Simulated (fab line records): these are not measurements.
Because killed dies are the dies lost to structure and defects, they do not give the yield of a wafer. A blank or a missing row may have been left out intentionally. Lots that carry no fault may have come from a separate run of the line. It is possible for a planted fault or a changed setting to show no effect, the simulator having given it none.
What tool caused it? / flow n5-finfet / 72 wafers from 24 lots sampled at 5 of the route's 1938 steps

## WHAT EACH GAUGE READ, for each wafer
N5_BEOL_M13_CD_MEAS_17: the cd target is 190 nm. Usual: cd-nm 191.1 nm, standard deviation 1.8.
lot=L075; measured=day 12 01:20; on=cd-sem-01; cd-nm (nm)=190.5 191.4 192.4; flag=
lot=L077; measured=day 12 08:07; on=cd-sem-03; cd-nm (nm)=190.2 192.0 192.3; flag=
lot=L074; measured=day 12 16:56; on=cd-sem-01; cd-nm (nm)=190.8 192.1 191.1; flag=
lot=L076; measured=day 12 17:16; on=cd-sem-01; cd-nm (nm)=193.1 192.8 191.6; flag=
lot=L079; measured=day 13 10:16; on=cd-sem-02; cd-nm (nm)=192.3 192.6 187.8; flag=
lot=L078; measured=day 13 13:47; on=cd-sem-03; cd-nm (nm)=188.0 188.8 190.8; flag=
lot=L081; measured=day 14 04:10; on=cd-sem-03; cd-nm (nm)=189.3 189.9 190.4; flag=
lot=L080; measured=day 14 05:10; on=cd-sem-01; cd-nm (nm)=191.6 192.2 194.7; flag=
lot=L083; measured=day 14 19:14; on=cd-sem-03; cd-nm (nm)=189.9 190.6 192.2; flag=
lot=L085; measured=day 15 06:08; on=cd-sem-01; cd-nm (nm)=192.1 193.4 192.9; flag=
lot=L084; measured=day 15 06:48; on=cd-sem-02; cd-nm (nm)=195.6 191.6 194.3; flag=
lot=L082; measured=day 15 07:30; on=cd-sem-02; cd-nm (nm)=194.2 190.4 193.1; flag=
lot=L086; measured=day 15 08:13; on=cd-sem-02; cd-nm (nm)=190.9 191.3 190.1; flag=
lot=L087; measured=day 15 08:55; on=cd-sem-01; cd-nm (nm)=192.1 193.2 193.5; flag=
lot=L088; measured=day 16 06:47; on=cd-sem-01; cd-nm (nm)=185.7 191.7 189.9; flag=
lot=L090; measured=day 16 09:31; on=cd-sem-03; cd-nm (nm)=191.4 189.0 193.4; flag=
lot=L089; measured=day 16 09:53; on=cd-sem-03; cd-nm (nm)=189.7 191.3 192.0; flag=
lot=L091; measured=day 16 18:35; on=cd-sem-02; cd-nm (nm)=189.3 187.6 191.6; flag=
lot=L093; measured=day 17 01:06; on=cd-sem-01; cd-nm (nm)=192.4 190.0 187.8; flag=
lot=L092; measured=day 17 03:48; on=cd-sem-02; cd-nm (nm)=192.0 189.8 191.6; flag=
lot=L097; measured=day 17 08:26; on=cd-sem-01; cd-nm (nm)=191.3 193.0 189.3; flag=
lot=L094; measured=day 17 20:17; on=cd-sem-03; cd-nm (nm)=194.5 194.3 191.7; flag=
lot=L095; measured=day 18 07:00; on=cd-sem-01; cd-nm (nm)=191.7 191.6 189.1; flag=
lot=L096; measured=day 18 07:45; on=cd-sem-01; cd-nm (nm)=191.7 190.6 188.1; flag=

N5_BEOL_M13_CD_MEAS_28: the cd target is 209.5 nm. Usual: cd-nm 209.4 nm, standard deviation 1.5.
lot=L075; measured=day 12 01:40; on=cd-sem-01; cd-nm (nm)=209.6 208.5 209.2; flag=
lot=L077; measured=day 12 08:27; on=cd-sem-03; cd-nm (nm)=209.9 208.9 209.6; flag=
lot=L074; measured=day 12 17:23; on=cd-sem-03; cd-nm (nm)=211.5 212.4 210.6; flag=
lot=L076; measured=day 12 17:35; on=cd-sem-02; cd-nm (nm)=211.9 208.6 209.7; flag=
lot=L079; measured=day 13 10:43; on=cd-sem-01; cd-nm (nm)=209.1 210.5 211.4; flag=
lot=L078; measured=day 13 14:07; on=cd-sem-03; cd-nm (nm)=210.4 210.1 208.9; flag=
lot=L081; measured=day 14 04:37; on=cd-sem-01; cd-nm (nm)=210.3 210.7 208.5; flag=
lot=L080; measured=day 14 05:29; on=cd-sem-02; cd-nm (nm)=210.7 210.5 209.8; flag=
lot=L083; measured=day 14 19:41; on=cd-sem-02; cd-nm (nm)=210.9 209.9 209.5; flag=
lot=L085; measured=day 15 06:28; on=cd-sem-02; cd-nm (nm)=212.0 211.5 211.1; flag=
lot=L084; measured=day 15 07:15; on=cd-sem-03; cd-nm (nm)=210.5 208.3 211.3; flag=
lot=L082; measured=day 15 07:50; on=cd-sem-03; cd-nm (nm)=207.4 208.3 209.1; flag=
lot=L086; measured=day 15 08:40; on=cd-sem-02; cd-nm (nm)=210.9 210.1 210.2; flag=
lot=L087; measured=day 15 09:15; on=cd-sem-03; cd-nm (nm)=212.1 208.9 209.8; flag=
lot=L088; measured=day 16 07:14; on=cd-sem-02; cd-nm (nm)=206.7 208.9 207.2; flag=
lot=L090; measured=day 16 09:50; on=cd-sem-03; cd-nm (nm)=207.2 207.8 207.0; flag=
lot=L089; measured=day 16 10:13; on=cd-sem-01; cd-nm (nm)=206.1 207.5 209.3; flag=
lot=L091; measured=day 16 19:02; on=cd-sem-02; cd-nm (nm)=209.0 209.3 211.0; flag=
lot=L093; measured=day 17 01:33; on=cd-sem-03; cd-nm (nm)=207.1 210.6 210.5; flag=
lot=L092; measured=day 17 04:07; on=cd-sem-02; cd-nm (nm)=208.9 209.5 209.2; flag=
lot=L097; measured=day 17 08:46; on=cd-sem-01; cd-nm (nm)=208.1 211.1 209.3; flag=
lot=L094; measured=day 17 20:44; on=cd-sem-02; cd-nm (nm)=207.4 207.7 208.0; flag=
lot=L095; measured=day 18 07:19; on=cd-sem-02; cd-nm (nm)=210.4 209.4 211.8; flag=
lot=L096; measured=day 18 08:05; on=cd-sem-03; cd-nm (nm)=212.5 208.4 209.2; flag=

N5_BEOL_M13_OVL_MEAS_29. Usual: M13_OVL gives 2 nm (standard deviation 6.1).
lot=L075; measured=day 12 01:41; on=overlay-02; M13_OVL (nm)=-13 -5 -11; flag=
lot=L077; measured=day 12 08:29; on=overlay-02; M13_OVL (nm)=6 1 0; flag=
lot=L074; measured=day 12 17:25; on=overlay-01; M13_OVL (nm)=9 4 5; flag=
lot=L076; measured=day 12 17:37; on=overlay-02; M13_OVL (nm)=8 14 6; flag=
lot=L079; measured=day 13 10:44; on=overlay-02; M13_OVL (nm)=11 8 5; flag=
lot=L078; measured=day 13 14:09; on=overlay-01; M13_OVL (nm)=-3 2 0; flag=
lot=L081; measured=day 14 04:39; on=overlay-01; M13_OVL (nm)=4 -2 -1; flag=
lot=L080; measured=day 14 05:31; on=overlay-01; M13_OVL (nm)=-3 2 0; flag=
lot=L083; measured=day 14 19:43; on=overlay-02; M13_OVL (nm)=12 6 2; flag=
lot=L085; measured=day 15 06:29; on=overlay-02; M13_OVL (nm)=-1 1 10; flag=
lot=L084; measured=day 15 07:17; on=overlay-02; M13_OVL (nm)=3 8 0; flag=
lot=L082; measured=day 15 07:52; on=overlay-02; M13_OVL (nm)=-2 -5 5; flag=
lot=L086; measured=day 15 08:41; on=overlay-01; M13_OVL (nm)=-3 5 10; flag=
lot=L087; measured=day 15 09:17; on=overlay-02; M13_OVL (nm)=-7 -2 -2; flag=
lot=L088; measured=day 16 07:16; on=overlay-02; M13_OVL (nm)=1 -1 15; flag=
lot=L090; measured=day 16 09:52; on=overlay-02; M13_OVL (nm)=10 7 12; flag=
lot=L089; measured=day 16 10:15; on=overlay-02; M13_OVL (nm)=-3 -8 -11; flag=
lot=L091; measured=day 16 19:04; on=overlay-01; M13_OVL (nm)=7 9 4; flag=
lot=L093; measured=day 17 01:35; on=overlay-01; M13_OVL (nm)=12 -2 0; flag=
lot=L092; measured=day 17 04:10; on=overlay-01; M13_OVL (nm)=-3 3 -3; flag=
lot=L097; measured=day 17 08:48; on=overlay-01; M13_OVL (nm)=4 12 5; flag=
lot=L094; measured=day 17 20:45; on=overlay-02; M13_OVL (nm)=-2 -8 -5; flag=
lot=L095; measured=day 18 07:21; on=overlay-02; M13_OVL (nm)=4 10 9; flag=
lot=L096; measured=day 18 08:07; on=overlay-02; M13_OVL (nm)=0 2 -2; flag=

N5_BEOL_M14_OVL_MEAS_11. Usual: V13_OVL gives 0 nm (standard deviation 5).
lot=L075; measured=day 12 05:14; on=overlay-01; V13_OVL (nm)=-7 -1 -1; flag=
lot=L077; measured=day 12 13:32; on=overlay-02; V13_OVL (nm)=-5 -2 -4; flag=
lot=L074; measured=day 12 22:59; on=overlay-02; V13_OVL (nm)=5 9 2; flag=
lot=L076; measured=day 12 22:31; on=overlay-01; V13_OVL (nm)=-9 -2 -4; flag=
lot=L079; measured=day 13 16:26; on=overlay-01; V13_OVL (nm)=1 -6 11; flag=
lot=L078; measured=day 13 17:07; on=overlay-02; V13_OVL (nm)=-3 -2 -3; flag=
lot=L081; measured=day 14 08:50; on=overlay-02; V13_OVL (nm)=7 10 3; flag=
lot=L080; measured=day 14 11:21; on=overlay-02; V13_OVL (nm)=5 4 6; flag=
lot=L083; measured=day 15 00:26; on=overlay-02; V13_OVL (nm)=-7 -4 -8; flag=
lot=L085; measured=day 15 13:40; on=overlay-02; V13_OVL (nm)=10 11 4; flag=
lot=L084; measured=day 15 14:05; on=overlay-02; V13_OVL (nm)=0 0 -1; flag=
lot=L082; measured=day 15 14:21; on=overlay-02; V13_OVL (nm)=-4 2 3; flag=
lot=L086; measured=day 15 15:37; on=overlay-01; V13_OVL (nm)=-7 1 1; flag=
lot=L087; measured=day 15 15:02; on=overlay-02; V13_OVL (nm)=8 -3 -2; flag=
lot=L088; measured=day 16 17:01; on=overlay-01; V13_OVL (nm)=2 -7 -4; flag=
lot=L090; measured=day 16 18:02; on=overlay-01; V13_OVL (nm)=8 7 8; flag=
lot=L089; measured=day 16 18:20; on=overlay-02; V13_OVL (nm)=2 -1 5; flag=
lot=L091; measured=day 17 08:43; on=overlay-01; V13_OVL (nm)=-7 -6 -5; flag=
lot=L093; measured=day 17 09:08; on=overlay-02; V13_OVL (nm)=-7 -9 -5; flag=
lot=L092; measured=day 17 10:17; on=overlay-02; V13_OVL (nm)=-3 2 4; flag=
lot=L097; measured=day 17 15:11; on=overlay-01; V13_OVL (nm)=0 5 -4; flag=
lot=L094; measured=day 18 02:14; on=overlay-02; V13_OVL (nm)=-6 0 1; flag=
lot=L095; measured=day 18 11:31; on=overlay-02; V13_OVL (nm)=2 6 4; flag=
lot=L096; measured=day 18 13:43; on=overlay-01; V13_OVL (nm)=0 -4 -1; flag=

## EACH LOT AND THE TOOL THAT RAN IT (in order: tool; ch and the chambers of the sampled wafers; start)
lot=L075; N5_BEOL_M13_SPUTTER_45=pvd-sputter-02, day 12 03:30
lot=L077; N5_BEOL_M13_SPUTTER_45=pvd-sputter-01, day 12 11:44
lot=L074; N5_BEOL_M13_SPUTTER_45=pvd-sputter-03, day 12 20:52
lot=L076; N5_BEOL_M13_SPUTTER_45=pvd-sputter-02, day 12 20:46
lot=L079; N5_BEOL_M13_SPUTTER_45=pvd-sputter-02, day 13 14:43
lot=L078; N5_BEOL_M13_SPUTTER_45=pvd-sputter-01, day 13 15:30
lot=L081; N5_BEOL_M13_SPUTTER_45=pvd-sputter-02, day 14 07:14
lot=L080; N5_BEOL_M13_SPUTTER_45=pvd-sputter-02, day 14 09:20
lot=L083; N5_BEOL_M13_SPUTTER_45=pvd-sputter-03, day 14 22:43
lot=L085; N5_BEOL_M13_SPUTTER_45=pvd-sputter-01, day 15 11:57
lot=L084; N5_BEOL_M13_SPUTTER_45=pvd-sputter-02, day 15 12:19
lot=L082; N5_BEOL_M13_SPUTTER_45=pvd-sputter-02, day 15 12:40
lot=L086; N5_BEOL_M13_SPUTTER_45=pvd-sputter-01, day 15 14:02
lot=L087; N5_BEOL_M13_SPUTTER_45=pvd-sputter-01, day 15 13:22
lot=L088; N5_BEOL_M13_SPUTTER_45=pvd-sputter-01, day 16 15:25
lot=L090; N5_BEOL_M13_SPUTTER_45=pvd-sputter-02, day 16 15:55
lot=L089; N5_BEOL_M13_SPUTTER_45=pvd-sputter-03, day 16 15:56
lot=L091; N5_BEOL_M13_SPUTTER_45=pvd-sputter-02, day 17 06:41
lot=L093; N5_BEOL_M13_SPUTTER_45=pvd-sputter-02, day 17 07:12
lot=L092; N5_BEOL_M13_SPUTTER_45=pvd-sputter-02, day 17 08:16
lot=L097; N5_BEOL_M13_SPUTTER_45=pvd-sputter-01, day 17 13:28
lot=L094; N5_BEOL_M13_SPUTTER_45=pvd-sputter-01, day 18 00:31
lot=L095; N5_BEOL_M13_SPUTTER_45=pvd-sputter-03, day 18 09:28
lot=L096; N5_BEOL_M13_SPUTTER_45=pvd-sputter-01, day 18 12:00
- N5_BEOL_M13_SPUTTER_45: material Cu, target thk 80 nm, time 13.33 s.

## WHAT THE TOOLS THEMSELVES READ (means of the sampled wafers that have a number; where no wafer has one, the mark that the record gives instead)
N5_BEOL_M13_SPUTTER_45. Usual: throttle-valve-pct 30.1 %, standard deviation 0.65.
lot=L075; tool=pvd-sputter-02; throttle-valve-pct (%)=29.7; flag=
lot=L077; tool=pvd-sputter-01; throttle-valve-pct (%)=30.3; flag=
lot=L074; tool=pvd-sputter-03; throttle-valve-pct (%)=30.0; flag=
lot=L076; tool=pvd-sputter-02; throttle-valve-pct (%)=30.3; flag=
lot=L079; tool=pvd-sputter-02; throttle-valve-pct (%)=29.9; flag=
lot=L078; tool=pvd-sputter-01; throttle-valve-pct (%)=30.3; flag=
lot=L081; tool=pvd-sputter-02; throttle-valve-pct (%)=30.1; flag=
lot=L080; tool=pvd-sputter-02; throttle-valve-pct (%)=30.5; flag=
lot=L083; tool=pvd-sputter-03; throttle-valve-pct (%)=30.5; flag=
lot=L085; tool=pvd-sputter-01; throttle-valve-pct (%)=30.4; flag=
lot=L084; tool=pvd-sputter-02; throttle-valve-pct (%)=30.4; flag=
lot=L082; tool=pvd-sputter-02; throttle-valve-pct (%)=30.0; flag=
lot=L086; tool=pvd-sputter-01; throttle-valve-pct (%)=30.3; flag=
lot=L087; tool=pvd-sputter-01; throttle-valve-pct (%)=30.1; flag=
lot=L088; tool=pvd-sputter-01; throttle-valve-pct (%)=30.3; flag=
lot=L090; tool=pvd-sputter-02; throttle-valve-pct (%)=29.6; flag=
lot=L089; tool=pvd-sputter-03; throttle-valve-pct (%)=29.6; flag=
lot=L091; tool=pvd-sputter-02; throttle-valve-pct (%)=29.8; flag=
lot=L093; tool=pvd-sputter-02; throttle-valve-pct (%)=29.6; flag=
lot=L092; tool=pvd-sputter-02; throttle-valve-pct (%)=29.8; flag=
lot=L097; tool=pvd-sputter-01; throttle-valve-pct (%)=30.4; flag=
lot=L094; tool=pvd-sputter-01; throttle-valve-pct (%)=30.3; flag=
lot=L095; tool=pvd-sputter-03; throttle-valve-pct (%)=29.3; flag=
lot=L096; tool=pvd-sputter-01; throttle-valve-pct (%)=30.1; flag=

## THE ANSWER, worked out from the rows above alone
Rule: take the mean of a lot's wafers that have a number; if it is more than 3 standard deviations from the usual mean, the lot is off. A lot without any number at a reading at which 4 lots or more have one is off too. All remaining lots with rows at the step are treated as sound. After the gauges, taken in route order, come the tools' own readings; for these a lot's mean is taken, as printed above. The first step at which some lot is off is used, and at that step the reading that is off furthest; a lot without a number counts as furthest.
Nothing can be told from this: no lot is off at any reading shown.

## WHAT THE SIMULATOR HAD PUT IN
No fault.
